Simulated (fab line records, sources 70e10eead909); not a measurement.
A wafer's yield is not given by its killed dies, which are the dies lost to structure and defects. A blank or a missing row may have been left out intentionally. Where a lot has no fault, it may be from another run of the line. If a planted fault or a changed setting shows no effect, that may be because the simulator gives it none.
Which tool did it? :: flow nand-harc :: Sampling: 7 lots, 20 wafers, 2 of 1302 route steps

## WHAT THE GAUGES READ, wafer by wafer
NHARC_P_BONDPAD_OVL_MEAS_38.
lot: L402
measured: day 7 01:23
on: overlay-02
overlay-x-nm (nm): 1 1 1

lot: L404
measured: day 7 19:57
on: overlay-01
overlay-x-nm (nm): 2 2 2

lot: L406
measured: day 8 15:23
on: overlay-01
overlay-x-nm (nm): 6 6 5

lot: L412
measured: day 11 06:01
on: overlay-01
overlay-x-nm (nm): 1 1

lot: L420
measured: day 14 07:54
on: overlay-01
overlay-x-nm (nm): -6 -7 -7

lot: L422
measured: day 15 06:40
on: overlay-02
overlay-x-nm (nm): -3 -3 -4

lot: L424
measured: day 16 04:56
on: overlay-02
overlay-x-nm (nm): 2 2 2

## WHAT TOOL EACH LOT RAN ON (gives the tool, then ch and the chambers of the sampled wafers, and finally the start)
lot: L402
NHARC_P_BONDPAD_CMP_32: cmp-04 ch 0,1,3, day 7 00:32

lot: L404
NHARC_P_BONDPAD_CMP_32: cmp-04 ch 1,2,3, day 7 19:13

lot: L406
NHARC_P_BONDPAD_CMP_32: cmp-01 ch 2,3, day 8 14:38

lot: L412
NHARC_P_BONDPAD_CMP_32: cmp-01 ch 0,2, day 11 05:08

lot: L420
NHARC_P_BONDPAD_CMP_32: cmp-03 ch 0,1,2, day 14 06:01

lot: L422
NHARC_P_BONDPAD_CMP_32: cmp-04 ch 2,3, day 15 05:45

lot: L424
NHARC_P_BONDPAD_CMP_32: cmp-03 ch 0,1,3, day 16 04:10
- NHARC_P_BONDPAD_CMP_32: polishes SiCN, target thk 200 nm.

## THE ANSWER, worked out from the rows above alone
Rule: what is usual is taken from the lots themselves. Put in order of their means at a reading, lots are off if they are a third of the lots or fewer, leave a main group of 4 or more, and stand apart from it by a gap of 3 or more times the standard deviation of the main group's means; of several such gaps the widest counts. A main group whose means are all the same, to the digits that the tables above print for the reading, isn't used. A lot without any number at a reading at which 4 lots or more have one is off too. The other lots that the step has rows for count as sound.
No lot is off on any of the readings shown, so nothing can be concluded from this.

## WHAT THE SIMULATOR HAD INSERTED
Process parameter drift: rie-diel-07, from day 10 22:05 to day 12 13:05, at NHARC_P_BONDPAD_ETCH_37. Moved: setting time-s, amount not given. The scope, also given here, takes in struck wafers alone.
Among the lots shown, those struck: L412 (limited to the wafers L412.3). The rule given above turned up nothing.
